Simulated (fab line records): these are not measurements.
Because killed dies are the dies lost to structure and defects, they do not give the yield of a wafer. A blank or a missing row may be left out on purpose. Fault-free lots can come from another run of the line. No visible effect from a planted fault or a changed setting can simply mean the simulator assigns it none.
fab line records -- flow n5-finfet
record lots=5, wafers=15, last-day=17
route steps=1938 shown FIN_CUT@156 STI_FIN_REVEAL@183 PASSIVATION@1936
lots that met no fault: from a run of the same line without faults
start-h: start of the lot's first displayed wafer, in hours after the record's first day -- wait-h: time in hours since the lot's previous step -- " same as the row above -- L1.1+2: several wafers, shown together as one row -- - value missing, or start not given -- * or withheld: withheld -- < > ~ a bound
route shown NAME@n: NAME is a module with steps in the file, n the number in the route of the first one -- usual: mean and standard deviation over wafers with no fault -- same: alike in all rows -- chamber/n: place in a boat -- sites: the reading at each site -- _std_site: how widely they spread, as a standard deviation -- _edge_site: outer sites' mean less inner sites' -- radius-mm: how far each site lies from the wafer's centre -- mask NAME#n: copy n -- behind: tool/chamber where the wafer was last shaped -- hold: why the lot went on hold/how many hours it stayed there/how the hold came to an end -- device: names the non-switching transistor (n, p or np) -- end of line: the same wafers' tests at the end of the route -- a step with no rows: only its recipe -- killed: the dies lost at the first sort to structure and to defects; this is not the yield of the wafer -- map: the dies of a wafer, with x for killed, . for not killed, _ for no die there
set.NAME: the setting as run; set.NAME@STEP: as run at that earlier step -- model.NAME: the simulator's own value behind a step, which no gauge read
lots seen at some steps along the route; tables by step, rows by wafer
services: the hour from which a tool's chamber was out of use, counted from the record's first day as start-h (under 0 if before that day), plus the number of hours and why
## steps
# step N5_FIN_CUT_COAT_29
# recipe resist=underlayer, temp-c=205, time-s=60, spin-rpm=1500, resist-thk-nm=10
# step N5_FIN_CUT_COAT_02
# recipe resist=CAR-EUV, spin-rpm=1500, resist-thk-nm=30
# step N5_FIN_CUT_EBR_04
# recipe solvent=PGMEA, ebr-width-mm=1.5
# step N5_FIN_CUT_SOFTBAKE_03
# recipe temp-c=110, time-s=60, resist=CAR-EUV
# step N5_FIN_CUT_EXPOSE_05
# recipe mask-id=FIN_CUT, na=0.33, source-shape=annular, sigma-inner=0.35, sigma-outer=0.8, polarization=unpolarized, dose-mj=45.75
# step N5_FIN_CUT_PEB_06
# recipe peb-temp-c=100, peb-time-s=60, resist=CAR-EUV
# step N5_FIN_CUT_DEVELOP_07
# recipe develop-time-s=30, developer=TMAH, resist=CAR-EUV, rinse-liquid=surfactant-rinse, dry=air-spin, dev-temp-c=23
# step N5_FIN_CUT_CD_MEAS_08
# recipe target-cd-nm=29.1, landing-energy-ev=500, detector=se-inlens, polarity=opening
# usual cd-nm=29.22/0.23
lot.wafer,tool,chamber,start-h,wait-h,cd-nm
L598.2,cd-sem-02,0,51.34,-,29.23
L598.3,cd-sem-02,0,51.34,-,29.14
L598.6,cd-sem-02,0,51.34,-,29.64
L600.2,cd-sem-03,0,62.95,-,28.99
L600.3,cd-sem-03,0,62.95,-,29.40
L600.6,cd-sem-03,0,62.95,-,29.08
L604.1,cd-sem-01,0,87.58,-,28.96
L604.3,cd-sem-01,0,87.58,-,29.13
L604.4,cd-sem-01,0,87.58,-,29.36
L610.3,cd-sem-02,0,123.55,-,28.86
L610.4,cd-sem-02,0,123.55,-,28.97
L610.5,cd-sem-02,0,123.55,-,29.43
L611.2,cd-sem-02,0,129.81,-,29.36
L611.3,cd-sem-02,0,129.81,-,29.25
L611.6,cd-sem-02,0,129.81,-,29.80
# step N5_FIN_CUT_OVL_MEAS_09
# recipe points-per-wafer=522
# usual FIN_CUT_OVL=-0.4/0.77
lot.wafer,tool,chamber,start-h,wait-h,FIN_CUT_OVL[nm]
L598.2,overlay-02,0,51.38,0.0,-0.2
L598.3,overlay-02,0,51.38,0.0,-0.3
L598.6,overlay-02,0,51.38,0.0,0.2
L600.2,overlay-01,0,62.98,0.0,-0.4
L600.3,overlay-01,0,62.98,0.0,-0.9
L600.6,overlay-01,0,62.98,0.0,-0.4
L604.1,overlay-02,0,87.61,0.0,-0.5
L604.3,overlay-02,0,87.61,0.0,-0.2
L604.4,overlay-02,0,87.61,0.0,0.2
L610.3,overlay-01,0,123.59,0.0,0.0
L610.4,overlay-01,0,123.59,0.0,-1.2
L610.5,overlay-01,0,123.59,0.0,-0.1
L611.2,overlay-01,0,129.85,0.0,0.1
L611.3,overlay-01,0,129.85,0.0,-0.7
L611.6,overlay-01,0,129.85,0.0,-0.8
# step N5_FIN_CUT_INSPECT_10
# recipe mode=adi, inspect-instrument=brightfield
# usual raw-defect-count=43/11
lot.wafer,tool,chamber,start-h,wait-h,raw-defect-count
L598.2,defect-inspect-01,-,51.43,0.0,41
L598.3,defect-inspect-01,-,51.43,0.0,48
L598.6,defect-inspect-01,-,51.43,0.0,54
L600.2,defect-inspect-01,-,63.04,0.0,53
L600.3,defect-inspect-01,-,63.04,0.0,66
L600.6,defect-inspect-01,-,63.04,0.0,52
L604.1,defect-inspect-01,-,87.67,0.1,45
L604.3,defect-inspect-01,-,87.67,0.1,35
L604.4,defect-inspect-01,-,87.67,0.1,41
L610.3,defect-inspect-02,-,123.64,0.0,65
L610.4,defect-inspect-02,-,123.64,0.0,48
L610.5,defect-inspect-02,-,123.64,0.0,33
L611.2,defect-inspect-01,-,129.90,0.0,43
L611.3,defect-inspect-01,-,129.90,0.0,80
L611.6,defect-inspect-01,-,129.90,0.0,82
# step N5_FIN_CUT_DESCUM_13
# recipe chemistry=O2, time-s=7, source-power-w=50, bias-power-w=20, pressure-mtorr=20, rf-frequency-hz=2.712e+07, temp-c=40, resist=CAR-EUV, o2-flow-sccm=225
# step N5_FIN_CUT_ETCH_30
# recipe chemistry=N2/H2, target=underlayer, target-depth-a=130, mask-material=CAR-EUV, time-s=10.4, ion-energy-ev=200, pressure-mtorr=30, source-w=840, bias-w=150, n2-flow-sccm=200, h2-flow-sccm=200, ends=cleared
# step N5_FIN_CUT_ETCH_20
# recipe chemistry=CF4, target=SiARC, target-depth-a=260, mask-material=CAR-EUV, time-s=43.3, ion-energy-ev=80, pressure-mtorr=40, source-w=545, bias-w=36, Ar_flow_sccm=100, cf4-flow-sccm=100, ends=cleared
# usual drypump-motor-current-A=5.7/0.31, etch-rf-on-time-s=44.1/1.1, mfc-ar-sccm=100.0/0.32, oes-product-au=0.62/0.053, rf-vpp-V=184.2/1.1, showerhead-plenum-p-Torr=2.14/0.064, throttle-valve-pct=15.68/0.21
lot.wafer,tool,chamber,start-h,wait-h,drypump-motor-current-A,etch-rf-on-time-s,mfc-ar-sccm,oes-product-au,rf-hours-counter-h,rf-vpp-V,showerhead-plenum-p-Torr,throttle-valve-pct
L598.2,rie-diel-05,2,51.52,0.0,5.8,42.7,99.8,0.66,121,184.0,2.14,15.35
L598.3,rie-diel-05,1,51.52,0.0,5.1,42.6,99.5,0.83,1,185.7,2.20,15.34
L598.6,rie-diel-05,3,51.52,0.0,6.3,44.8,100.2,0.58,-,183.0,2.03,16.00
L600.2,rie-diel-02,2,63.13,0.0,5.7,43.1,100.0,0.60,205,185.8,2.21,15.65
L600.3,rie-diel-02,0,63.13,0.0,5.3,44.7,100.2,0.63,152,184.6,2.06,15.69
L600.6,rie-diel-02,2,63.13,0.0,5.7,43.2,99.9,0.60,-,185.3,2.21,15.63
L604.1,rie-diel-02,2,87.76,0.0,5.7,42.9,99.6,0.60,212,185.7,2.21,15.64
L604.3,rie-diel-02,1,87.76,0.0,5.8,44.7,100.2,0.58,206,186.6,2.21,15.59
L604.4,rie-diel-02,3,87.76,0.0,5.5,44.9,100.0,0.57,230,185.5,2.11,15.97
L610.3,rie-diel-04,2,123.73,0.0,5.8,44.0,100.2,0.59,228,183.2,2.12,15.64
L610.4,rie-diel-04,3,123.73,0.0,5.5,42.2,100.0,0.62,204,182.9,2.04,15.93
L610.5,rie-diel-04,2,123.73,0.0,5.7,43.4,100.3,0.59,-,182.8,2.12,15.66
L611.2,rie-diel-04,0,130.03,0.0,5.7,46.1,100.0,0.61,169,184.6,2.13,15.90
L611.3,rie-diel-04,1,130.03,0.0,5.9,43.2,100.7,0.63,153,184.5,2.23,15.56
L611.6,rie-diel-04,2,130.03,0.0,5.8,44.4,100.0,0.59,-,184.3,2.12,15.67
# step N5_FIN_CUT_ETCH_21
# recipe chemistry=N2/H2, target=SOC, target-depth-a=2190, overetch-a=438, mask-material=SiARC, temp-c=40, ion-energy-ev=100, bias-w=61, time-s=523.5, pressure-mtorr=30, source-w=850, n2-flow-sccm=200, h2-flow-sccm=200
# usual drypump-motor-current-A=5.7/0.32, oes-product-au=0.67/0.052, rf-vpp-V=240.7/1.2, showerhead-plenum-p-Torr=2.55/0.081, throttle-valve-pct=17.88/0.24
lot.wafer,tool,chamber,start-h,wait-h,drypump-motor-current-A,oes-product-au,rf-hours-counter-h,rf-vpp-V,showerhead-plenum-p-Torr,throttle-valve-pct
L598.2,rie-diel-05,2,51.56,0.0,5.9,0.70,121,241.8,2.54,17.47
L598.3,rie-diel-05,1,51.56,0.0,5.1,0.88,1,241.4,2.60,17.49
L598.6,rie-diel-05,3,51.56,0.0,6.3,0.64,-,239.3,2.42,18.26
L600.2,rie-diel-02,2,63.16,0.0,5.7,0.65,205,240.1,2.64,17.97
L600.3,rie-diel-02,0,63.16,0.0,5.3,0.70,153,239.2,2.45,17.84
L600.6,rie-diel-02,2,63.16,0.0,5.7,0.64,-,241.6,2.64,17.97
L604.1,rie-diel-02,2,87.80,0.0,5.7,0.65,212,242.4,2.64,17.99
L604.3,rie-diel-02,1,87.80,0.0,5.9,0.65,206,241.6,2.64,17.79
L604.4,rie-diel-02,3,87.80,0.0,5.5,0.63,230,240.0,2.50,18.13
L610.3,rie-diel-04,2,123.76,0.0,5.8,0.64,228,241.7,2.52,17.86
L610.4,rie-diel-04,3,123.76,0.0,5.5,0.66,204,239.3,2.42,18.12
L610.5,rie-diel-04,2,123.76,0.0,5.8,0.65,-,241.0,2.52,17.88
L611.2,rie-diel-04,0,130.07,0.0,5.7,0.68,169,240.5,2.52,18.02
L611.3,rie-diel-04,1,130.07,0.0,5.9,0.68,153,242.2,2.67,17.83
L611.6,rie-diel-04,2,130.07,0.0,5.8,0.64,-,239.7,2.52,17.89
# step N5_FIN_CUT_STRIP_23
# recipe chemistry=N2/H2, temp-c=40, n2-flow-sccm=200, h2-flow-sccm=200, rf-frequency-hz=6e+07
# step N5_FIN_CUT_STRIP_31
# recipe chemistry=N2/H2, temp-c=40, n2-flow-sccm=200, h2-flow-sccm=200, rf-frequency-hz=6e+07
# step N5_FIN_CUT_STRIP_24
# recipe chemistry=CF4, resist=SiARC, power-w=300, bias-power-w=75, pressure-mtorr=50, cf4-flow-sccm=150, rf-frequency-hz=6e+07
# usual drypump-motor-current-A=5.7/0.31, oes-product-au=0.72/0.056, rf-vpp-V=271.2/1.4, showerhead-plenum-p-Torr=1.79/0.05, throttle-valve-pct=13.67/0.21
lot.wafer,tool,chamber,start-h,wait-h,drypump-motor-current-A,oes-product-au,rf-hours-counter-h,rf-vpp-V,showerhead-plenum-p-Torr,throttle-valve-pct
L598.2,rie-diel-05,2,51.88,0.0,5.9,0.76,121,270.5,1.79,13.32
L598.3,rie-diel-05,1,51.88,0.0,5.1,0.95,1,272.4,1.85,13.32
L598.6,rie-diel-05,3,51.88,0.0,6.3,0.69,-,268.6,1.70,13.98
L600.2,rie-diel-02,2,63.49,0.0,5.7,0.69,205,273.7,1.84,13.60
L600.3,rie-diel-02,0,63.49,0.0,5.3,0.75,153,269.6,1.74,13.73
L600.6,rie-diel-02,2,63.49,0.0,5.7,0.70,-,272.5,1.84,13.61
L604.1,rie-diel-02,2,88.12,0.0,5.7,0.69,212,273.0,1.84,13.62
L604.3,rie-diel-02,1,88.12,0.0,5.8,0.69,206,271.7,1.84,13.57
L604.4,rie-diel-02,3,88.12,0.0,5.5,0.68,230,270.6,1.77,13.96
L610.3,rie-diel-04,2,124.09,0.0,5.8,0.70,228,270.5,1.77,13.65
L610.4,rie-diel-04,3,124.09,0.0,5.5,0.71,205,270.8,1.71,13.96
L610.5,rie-diel-04,2,124.09,0.0,5.8,0.69,-,269.9,1.77,13.64
L611.2,rie-diel-04,0,130.40,0.0,5.7,0.73,169,272.0,1.78,13.88
L611.3,rie-diel-04,1,130.40,0.0,5.9,0.73,154,274.8,1.87,13.54
L611.6,rie-diel-04,2,130.40,0.0,5.8,0.69,-,270.3,1.77,13.66
# step N5_FIN_CUT_CUT_ETCH_26
# recipe chemistry=CH3F/O2, target=SiNx, target-depth-a=390, mask-material=SOC, time-s=55.7, pressure-mtorr=30, source-w=395, bias-w=73, Ar_flow_sccm=150, CH3F_flow_sccm=30, O2_flow_sccm=20, ion-energy-ev=120
# step N5_FIN_CUT_CUT_ETCH_27
# recipe chemistry=CHF3/O2, target=SiO2, target-depth-a=40, mask-material=SOC, overetch-a=20, time-s=4.9, pressure-mtorr=30, source-w=650, bias-w=170, Ar_flow_sccm=200, CHF3_flow_sccm=50, O2_flow_sccm=5, ion-energy-ev=200
# usual drypump-motor-current-A=5.7/0.31, mfc-ar-sccm=200.1/0.55, oes-product-au=0.58/0.046, rf-vpp-V=527/4.6, showerhead-plenum-p-Torr=2.41/0.076, throttle-valve-pct=18.89/0.21
lot.wafer,tool,chamber,start-h,wait-h,drypump-motor-current-A,mfc-ar-sccm,oes-product-au,rf-hours-counter-h,rf-vpp-V,showerhead-plenum-p-Torr,throttle-valve-pct
L598.2,rie-diel-05,2,51.95,0.0,5.8,199.8,0.61,121,517,2.42,18.60
L598.3,rie-diel-05,1,51.95,0.0,5.2,199.5,0.76,1,522,2.47,18.53
L598.6,rie-diel-05,3,51.95,0.0,6.2,199.8,0.55,-,529,2.29,19.21
L600.2,rie-diel-02,2,63.55,0.0,5.7,200.1,0.56,205,529,2.49,18.87
L600.3,rie-diel-02,0,63.55,0.0,5.3,199.0,0.60,153,528,2.29,18.76
L600.6,rie-diel-02,2,63.55,0.0,5.7,200.1,0.56,-,530,2.49,18.87
L604.1,rie-diel-02,2,88.19,0.0,5.6,200.9,0.55,212,529,2.49,18.89
L604.3,rie-diel-02,1,88.19,0.0,5.9,200.2,0.55,206,524,2.49,18.81
L604.4,rie-diel-02,3,88.19,0.0,5.5,200.8,0.54,230,525,2.37,19.17
L610.3,rie-diel-04,2,124.15,0.0,5.7,199.9,0.56,228,521,2.40,18.86
L610.4,rie-diel-04,3,124.15,0.0,5.5,199.3,0.57,205,532,2.29,19.10
L610.5,rie-diel-04,2,124.15,0.0,5.7,200.6,0.55,-,523,2.40,18.87
L611.2,rie-diel-04,0,130.46,0.0,5.7,200.0,0.59,169,534,2.41,19.20
L611.3,rie-diel-04,1,130.46,0.0,5.9,200.0,0.58,154,530,2.51,18.73
L611.6,rie-diel-04,2,130.46,0.0,5.8,200.0,0.55,-,521,2.40,18.88
# step N5_FIN_CUT_PRECLEAN_35
# recipe time-s=13.3, temp-c=45, pressure-torr=125, p-hf-torr=3, p-coreactant-torr=25, chemistry=vHF
# step N5_FIN_CUT_CUT_ETCH_15
# recipe chemistry=HBr/Cl2/O2, target=Si, target-depth-a=1000, bt-time-s=10, mask-material=SOC, time-s=42.4, ion-energy-ev=*, bias-w=*, pressure-mtorr=10, icp-w=800, HBr_flow_sccm=150, Cl2_flow_sccm=80, O2_flow_sccm=12
# step N5_FIN_CUT_CUT_ETCH_28
# recipe chemistry=HBr/Cl2/O2, target=Si, target-depth-a=60, mask-material=SOC, time-s=2.4, ion-energy-ev=*, bias-w=*, pressure-mtorr=10, icp-w=800, HBr_flow_sccm=150, Cl2_flow_sccm=80, O2_flow_sccm=12
# step N5_FIN_CUT_STRIP_22
# recipe chemistry=N2/H2, power-w=500, temp-c=40, pressure-mtorr=50, rf-frequency-hz=6e+07, overash-fraction=0.3, bias-power-w=8, h2-frac=0.5, n2-flow-sccm=300, h2-flow-sccm=300
# usual drypump-motor-current-A=5.6/0.33, oes-product-au=0.74/0.072, rf-vpp-V=54.2/2.3, showerhead-plenum-p-Torr=3.36/0.097, throttle-valve-pct=18.9/0.32
lot.wafer,tool,chamber,start-h,wait-h,drypump-motor-current-A,oes-product-au,rf-hours-counter-h,rf-vpp-V,showerhead-plenum-p-Torr,throttle-valve-pct
L598.2,rie-diel-05,1,52.22,0.0,5.2,0.98,1,58.2,3.43,18.7
L598.3,rie-diel-05,2,52.22,0.0,5.9,0.77,121,53.6,3.36,18.4
L598.6,rie-diel-05,1,52.22,0.0,5.1,0.99,-,53.4,3.44,18.7
L600.2,rie-diel-05,1,63.82,0.0,5.1,0.94,4,63.0,3.43,18.7
L600.3,rie-diel-05,0,63.82,0.0,5.4,0.77,136,51.1,3.35,18.5
L600.6,rie-diel-05,0,63.82,0.0,5.3,0.76,-,56.0,3.35,18.5
L604.1,rie-diel-02,1,88.46,0.0,5.8,0.70,206,53.1,3.48,18.7
L604.3,rie-diel-02,3,88.46,0.0,5.5,0.68,230,57.9,3.31,19.2
L604.4,rie-diel-02,2,88.46,0.0,5.7,0.69,212,54.1,3.48,19.3
L610.3,rie-diel-04,0,124.47,0.0,5.7,0.73,167,58.9,3.33,18.9
L610.4,rie-diel-04,2,124.47,0.0,5.7,0.71,228,57.2,3.34,19.1
L610.5,rie-diel-04,1,124.47,0.0,5.9,0.77,-,53.4,3.52,18.9
L611.2,rie-diel-05,2,130.74,0.0,5.8,0.74,138,53.8,3.35,18.4
L611.3,rie-diel-05,0,130.74,0.0,5.3,0.74,155,50.8,3.34,18.6
L611.6,rie-diel-05,0,130.74,0.0,5.3,0.75,-,53.3,3.34,18.6
# step N5_FIN_CUT_PRECLEAN_36
# recipe chemistry=O3/DIW, time-s=60, temp-c=22, o3-ppm=10
# step N5_FIN_CUT_SRD_32
# recipe dry=ipa-marangoni, time-s=30, temp-c=23, rinse-liquid=diw
# step N5_FIN_CUT_UV_OZONE_34
# recipe time-s=120, pressure-torr=760, temp-c=25
# step N5_FIN_CUT_INSPECT_17
# recipe inspect-instrument=brightfield, mode=aei
# usual raw-defect-count=232/66
lot.wafer,tool,chamber,start-h,wait-h,raw-defect-count
L598.2,defect-inspect-02,-,52.38,0.0,211
L598.3,defect-inspect-02,-,52.38,0.0,211
L598.6,defect-inspect-02,-,52.38,0.0,338
L600.2,defect-inspect-02,-,63.98,0.0,293
L600.3,defect-inspect-02,-,63.98,0.0,293
L600.6,defect-inspect-02,-,63.98,0.0,297
L604.1,defect-inspect-02,-,88.62,0.0,651
L604.3,defect-inspect-02,-,88.62,0.0,195
L604.4,defect-inspect-02,-,88.62,0.0,246
L610.3,defect-inspect-01,-,124.70,0.0,451
L610.4,defect-inspect-01,-,124.70,0.0,254
L610.5,defect-inspect-01,-,124.70,0.0,195
L611.2,defect-inspect-01,-,130.90,0.0,245
L611.3,defect-inspect-01,-,130.90,0.0,378
L611.6,defect-inspect-01,-,130.90,0.0,391
# step N5_STI_FIN_REVEAL_ALD_00
# recipe material=SiO2, target-thk-a=10, temp-c=300, ald-precursor-family=BDEAS, ald-co-reactant=O2-plasma, pulse-time-s=1, pressure-torr=2
# usual heater-power-outer-w=260/28, heater-power-w=468/43, precursor-pulse-height-rel=0.998/0.021
lot.wafer,tool,chamber,start-h,wait-h,heater-power-outer-w,heater-power-w,precursor-pulse-height-rel
L598.2,ald-sin-01,2,52.41,0.0,246,450,0.960
L598.3,ald-sin-01,3,52.41,0.0,309,548,0.980
L598.6,ald-sin-01,3,52.41,0.0,298,576,0.974
L600.2,ald-sin-01,1,64.24,0.3,268,480,1.003
L600.3,ald-sin-01,2,64.24,0.3,243,464,0.982
L600.6,ald-sin-01,2,64.24,0.3,244,454,1.005
L604.1,ald-sin-04,0,89.20,0.6,204,393,0.952
L604.3,ald-sin-04,3,89.20,0.6,261,502,0.989
L604.4,ald-sin-04,0,89.20,0.6,204,398,0.970
L610.3,ald-sin-02,3,124.79,0.1,262,458,1.002
L610.4,ald-sin-02,0,124.79,0.1,241,419,1.038
L610.5,ald-sin-02,2,124.79,0.1,299,491,0.984
L611.2,ald-sin-02,0,130.94,0.0,240,416,1.007
L611.3,ald-sin-02,3,130.94,0.0,260,448,1.024
L611.6,ald-sin-02,0,130.94,0.0,243,426,0.960
# step N5_PASSIVATION_PROBE_49
# usual killed_at_M0_to_M3=35/11, killed_at_M4_up=14/5.4, killed-at-contacts=13/6, killed-at-front-end=38/11, killed-at-other=3.4/2.6, killed-dies=104/19, killed-open=68/13, killed-short=34/8.5
# same gross-dies=1180, killed-at-back-side=0
lot.wafer,tool,chamber,start-h,wait-h,killed_at_M0_to_M3,killed_at_M4_up,killed-at-contacts,killed-at-front-end,killed-at-other,killed-dies,killed-open,killed-short
L604.1,prober-02,-,355.87,0.0,33,17,15,146,3,214,68,31
L611.6,prober-01,-,410.48,0.3,32,11,17,34,4,98,57,32
# killed by level:class
L604.1 FIN_CUT:unspecified=114 MOL_CONTACT_COAG:geometric-particle:open=10 STI_FIN_REVEAL:geometric-particle:open=9 BEOL_M0_SAQP:geometric-particle:short=7 BEOL_M4:geometric-particle:open=7 FIN_SAQP:geometric-particle:short=6 BEOL_M0_SAQP:geometric-particle:open=6 FIN_SAQP:geometric-particle:open=5
L611.6 MOL_CONTACT_COAG:geometric-particle:open=13 HKMG_FIN:area-etch=9 BEOL_M0_SAQP:geometric-particle:open=8 BEOL_M0_SAQP:geometric-particle:short=7 STI_FIN_REVEAL:geometric-particle:open=5 BEOL_M2:geometric-particle:open=5 FIN_SAQP:geometric-particle:short=4 MOL_CONTACT_COAG:geometric-particle:short=4
# map L604.1 (x killed, . not)
_________________............________________
______________.x........x......._____________
___________...............x.x.....x__________
__________.......x....xx.x.........._________
________......x...x..x.x.xxxx.....x..x_______
_______x.........xxxxx.xxxx.x..x.....x.______
______.x...x.....xxx.xxxxxxx.....x...x.._____
_____..........xxxxxxxxxxxxxxxx..........____
____......x.....xxxxxxxxxxxxxxx...........___
___.............xxxxxxxxxxxx...............__
___.x...x.......x.xxxxxxxxxxxx...........x.__
__.....x......x..xxxxxxxxxxxx..x............_
__...x...........xxxxxxxxxxx..x............._
_........x.....x.x.x.xxxx.x..................
_...........x....x.x.x....xxx..........x.....
_..x....x...xx.x.....xx..x..........x........
_x..............x.........x.............x....
_.x..........................................
_........x........x..........................
_..x........................xx.........x.....
_.x.x..x.....................................
__x.x.....x.x..............................x_
__........................x....x....x......._
___...........x..x.........................__
___x..........................x............__
____.....x...........x....x..............x___
_____....x.................x.x.x.........____
______...x..x...xx.xx..................._____
_______....x....x........xx............______
________..................x......x...._______
__________..x..........x............_________
___________.x.x........x...x.x.x...__________
______________.................._____________
_________________............________________
# map L600.6 (x killed, . not)
_________________..xx..x.....________________
______________.................._____________
___________.....x.............x....__________
__________...x.....x................_________
________..x.x............x...x.x......_______
_______x.x..........x..x.....x.....x...______
______..x..........x..x............x...._____
_____......x.......x..................x..____
____...x..........x........x.........x....___
___.....................x.x...............x__
___..x.x.....x.....x...x..x......x.........__
__..............x...........x.x............._
__.................x....x................xx._
_......x.x.................................x.
_...........x...........x...x................
_.x.......xxx................................
_......x.................x.x.............x...
_..................x.x.x....x...........x....
_......................xxx.....x.........x...
_....x...x...x......x....x................x..
_....x........x........................x..x..
__....x.......x..x.x.........x.............._
__...............x...x.x.....x.............._
___....xx........x.....x........x........x.__
___....x.....x.....................x.......__
____...............x...............x......___
_____................x..............x...x____
______..x........x.x.............x...x.._____
_______...x....x..................xx..x______
________...x.................x.x..x..x_______
__________.....x....xx.....xx......._________
___________........................__________
______________........x........x_____________
_________________............________________
## services
tool,chamber,start-h,hours,kind
rie-diel-05,1,36.36,-,clean
rie-diel-05,1,36.36,-,consumable-replace:focus-ring
rie-diel-05,1,36.36,11.8,scheduled-down
rie-diel-05,1,36.36,11.8,vent-cycle
ald-sin-01,1,45.54,2.6,repair
ald-sin-01,1,52.24,11.0,repair
ald-sin-04,-,57.27,6.0,pm
ald-sin-04,-,77.28,0.6,repair
ald-sin-02,-,85.26,14.0,pm
ald-sin-02,0,85.26,14.0,vent-cycle
ald-sin-02,1,85.26,14.0,vent-cycle
ald-sin-02,2,85.26,14.0,vent-cycle
ald-sin-02,3,85.26,14.0,vent-cycle
ald-sin-01,-,89.32,6.1,pm
ald-sin-02,0,99.26,-,clean
ald-sin-02,1,99.26,-,clean
ald-sin-02,2,99.26,-,clean
ald-sin-02,3,99.26,-,clean
ald-sin-04,1,111.15,-,calibration
ald-sin-01,3,111.29,1.9,repair
rie-diel-05,2,115.35,6.4,repair
rie-diel-04,3,129.24,4.7,repair
rie-diel-05,3,129.79,4.6,repair
## key
first-sign step=N5_FIN_CUT_INSPECT_17, reading=raw-defect-count, direction=up, sigmas=6.4, usual=232, struck=651
effect step=N5_PASSIVATION_PROBE_49, reading=killed-at-front-end, direction=up, sigmas=10, usual=38, struck=146
more-kills-born-at N5_FIN_CUT_ETCH_20@rie-diel-02=114
met-at N5_FIN_CUT_ETCH_20
struck-wafers L604.1
tester-left-out L604
onset-between 63.13 87.76
fault kind=chamber-particle-source, tool=rie-diel-02, chamber=2, onset-h=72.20, steps=N5_FIN_CUT_ETCH_20, rate-per-visit-cm2=0.62829, end-h=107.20
# tester-left-out: of these lots the tester's yield and bins aren't shown, on N5 and GAA mostly nor the transistor test; their killed dies are dies lost to structure and defects alone, not to doping, threshold or leakage, so they don't give the yield
